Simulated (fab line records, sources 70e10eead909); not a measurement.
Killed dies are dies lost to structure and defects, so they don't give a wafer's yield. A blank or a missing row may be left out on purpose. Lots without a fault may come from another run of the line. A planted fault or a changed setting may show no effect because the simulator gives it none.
Which tool did it? | flow nand_harc | 12 lots, 36 wafers sampled, at 4 steps of a route of 1302

WHAT THE GAUGES READ, wafer by wafer
NHARC_A_BLC_CD_MEAS_10: target cd 100 nm.
lot  | measured     | on        | cd_nm (nm)
L076 | day 22 16:13 | cd_sem-03 | 100.4 101.1 99.9
L077 | day 23 15:15 | cd_sem-03 | 99.9 100.2 99.9
L079 | day 24 02:31 | cd_sem-01 | 99.6 99.0 99.6
L080 | day 25 20:33 | cd_sem-01 | 100.0 99.7 100.4
L083 | day 26 09:09 | cd_sem-03 | 100.0 100.0 99.6
L084 | day 27 03:39 | cd_sem-02 | 100.3 100.8 100.3
L090 | day 28 14:04 | cd_sem-03 | 100.7 100.1 99.9
L087 | day 28 20:50 | cd_sem-01 | 99.9 99.8 100.3
L092 | day 29 14:32 | cd_sem-03 | 100.3 99.7 100.2
L093 | day 30 05:31 | cd_sem-01 | 99.6 99.9 99.9
L094 | day 30 22:22 | cd_sem-02 | 100.5 100.4 100.0
L097 | day 31 13:58 | cd_sem-03 | 100.1 100.5 99.8

WHICH TOOL RAN EACH LOT (tool, then ch and the chambers of the sampled wafers, then the start)
lot  | NHARC_A_CONTACT_ETCH_31                       | NHARC_A_CONTACT_ETCH_139             | NHARC_A_CONTACT_STRIP_26
L076 | rie_diel-10 ch 0,2, day 22 12:32 or earlier   | har_cap_etch-02 ch 0, day 22 12:32   | rie_diel-13 ch 0,3, day 22 16:13 or earlier
L077 | rie_diel-10 ch 0,1,2, day 23 10:57 or earlier | har_cap_etch-03 ch 0,1, day 23 10:57 | rie_diel-13 ch 0,1,2, day 23 15:15 or earlier
L079 | rie_diel-13 ch 2,3, day 23 22:56 or earlier   | har_cap_etch-03 ch 0,1, day 23 22:56 | rie_diel-02 ch 2,3, day 24 02:31 or earlier
L080 | rie_diel-13 ch 0,2,3, day 25 16:52 or earlier | har_cap_etch-02 ch 0,1, day 25 16:52 | rie_diel-10 ch 1,2,3, day 25 20:33 or earlier
L083 | rie_diel-13 ch 1,2,3, day 26 04:46 or earlier | har_cap_etch-03 ch 0,1, day 26 04:46 | rie_diel-13 ch 0,3, day 26 09:09 or earlier
L084 | rie_diel-13 ch 1,2, day 27 00:01 or earlier   | har_cap_etch-03 ch 1, day 27 00:01   | rie_diel-02 ch 1,2, day 27 03:39 or earlier
L090 | rie_diel-13 ch 0,1,2, day 28 09:44 or earlier | har_cap_etch-02 ch 0,1, day 28 09:44 | rie_diel-02 ch 0,1,2, day 28 14:04 or earlier
L087 | rie_diel-10 ch 0,1,3, day 28 17:02 or earlier | har_cap_etch-03 ch 0,1, day 28 17:02 | rie_diel-13 ch 1,2,3, day 28 20:50 or earlier
L092 | rie_diel-13 ch 0,2, day 29 10:57 or earlier   | har_cap_etch-01 ch 0,1, day 29 10:57 | rie_diel-13 ch 1,3, day 29 14:32 or earlier
L093 | rie_diel-13 ch 1,3, day 30 01:50 or earlier   | har_cap_etch-02 ch 0,1, day 30 01:50 | rie_diel-02 ch 0,1,3, day 30 05:31 or earlier
L094 | rie_diel-02 ch 0,1,2, day 30 18:47 or earlier | har_cap_etch-03 ch 0,1, day 30 18:47 | rie_diel-13 ch 2,3, day 30 22:22 or earlier
L097 | rie_diel-13 ch 0,2, day 31 09:45 or earlier   | har_cap_etch-02 ch 0,1, day 31 09:45 | rie_diel-13 ch 1,3, day 31 13:58 or earlier
- NHARC_A_CONTACT_ETCH_31: etches the open film in O2/COS, target depth 2800 nm, time 728 s.
- NHARC_A_CONTACT_ETCH_139: etches the open film in C4F8/O2/Ar, time 195 s, target depth 840 nm.
- NHARC_A_CONTACT_STRIP_26: strips in O2.

THE ANSWER, worked out from the rows above alone
Rule: what is usual is taken from the lots themselves. Put in order of their means at a reading, lots are off if they are a third of the lots or fewer, leave a main group of 4 or more, and stand apart from it by a gap of 3 or more times the standard deviation of the main group's means; of several such gaps the widest counts. A main group whose means are all the same, to the digits that the tables above print for the reading, isn't used. A lot without any number at a reading at which 4 lots or more have one is off too. The other lots that the step has rows for count as sound.
No lot is off at any reading shown: from this, nothing can be told.

WHAT THE SIMULATOR HAD PUT IN
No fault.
